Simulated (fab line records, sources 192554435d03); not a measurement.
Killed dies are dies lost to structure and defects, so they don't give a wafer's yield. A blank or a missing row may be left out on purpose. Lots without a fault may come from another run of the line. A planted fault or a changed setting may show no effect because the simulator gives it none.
Chamber matching | flow n5_finfet | N5_FIN_SAQP_SPACER1_ETCHBACK_25 on rie_diel-05: 4 sister chambers
The step etches SiO2 in CHF3/O2, target depth 24.4 nm, time 12.2 s. 22 wafers are shown with their chamber, then 11 later ones without.

WAFERS WITH THEIR CHAMBER
wafer  | chamber | throttle_valve_pct (%) | rf_vpp_V (V) | showerhead_plenum_p_Torr (Torr)
L075.3 | 1       | 18.99                  | 538          | 2.47
L075.4 | 2       | 18.57                  | 536          | 2.51
L075.6 | 1       | 18.97                  | 536          | 2.47
L076.3 | 0       | 19.15                  | 532          | 2.46
L076.4 | 2       | 18.57                  | 536          | 2.51
L076.6 | 3       | 18.55                  | 517          | 2.54
L078.1 | 2       | 18.57                  | 536          | 2.51
L078.3 | 1       | 18.98                  | 536          | 2.47
L078.6 | 2       | 18.56                  | 536          | 2.51
L079.1 | 1       | 18.99                  | 536          | 2.46
L079.3 | 2       | 18.57                  | 534          | 2.51
L079.5 | 0       | 19.16                  | 534          | 2.45
L083.3 | 0       | 19.18                  | 534          | 2.45
L083.4 | 3       | 18.58                  | 515          | 2.53
L083.5 | 0       | 19.17                  | 532          | 2.45
L086.2 | 2       | 18.59                  | 536          | 2.50
L086.3 | 0       | 19.19                  | 533          | 2.45
L086.5 | 0       | 19.17                  | 532          | 2.45
L089.1 | 3       | 18.59                  | 516          | 2.53
L089.5 | 0       | 19.19                  | 533          | 2.45
L089.6 | 1       | 19.01                  | 535          | 2.46
L090.2 | 3       | 18.59                  | 515          | 2.53

SIGNATURES (means of the wafers above)
reading                  | chamber 0 | chamber 1 | chamber 2 | chamber 3 | scatter within a chamber
throttle_valve_pct       | 19.1729   | 18.9880   | 18.5717   | 18.5775   | 0.0145
rf_vpp_V                 | 532.86    | 536.20    | 535.67    | 515.75    | 0.935
showerhead_plenum_p_Torr | 2.4514    | 2.4660    | 2.5083    | 2.5325    | 0.0045
Rule: a wafer's distance from a chamber is the root of the sum, over the readings, of the square of ((its reading less the chamber's mean) divided by the reading's scatter). The wafer belongs to the nearest chamber; if the next one is less than 2 further off, it can't be placed. The scatter: the root of (the sum of the squares of (reading less its chamber's mean) over the shown wafers, divided by (wafers less chambers)).

WAFERS WITHOUT THEIR CHAMBER
wafer  | throttle_valve_pct (%) | rf_vpp_V (V) | showerhead_plenum_p_Torr (Torr)
L090.5 | 18.60                  | 535          | 2.50
L090.6 | 18.59                  | 515          | 2.53
L091.1 | 19.20                  | 534          | 2.44
L091.2 | 18.63                  | 535          | 2.50
L091.6 | 19.19                  | 533          | 2.44
L092.1 | 18.59                  | 516          | 2.53
L092.3 | 19.18                  | 530          | 2.44
L092.4 | 19.01                  | 535          | 2.45
L097.1 | 18.63                  | 515          | 2.52
L097.3 | 19.21                  | 531          | 2.44
L097.5 | 19.04                  | 536          | 2.45

WHICH CHAMBER EACH WENT THROUGH
wafer  | from the rows above | in truth
L090.5 | 2                   | 2
L090.6 | 3                   | 3
L091.1 | 0                   | 0
L091.2 | 2                   | 2
L091.6 | 0                   | 0
L092.1 | 3                   | 3
L092.3 | 0                   | 0
L092.4 | 1                   | 1
L097.1 | 3                   | 3
L097.3 | 0                   | 0
L097.5 | 1                   | 1
Placed correctly: 11 of 11. Can't be placed from these rows: 0. Placed wrongly: 0.
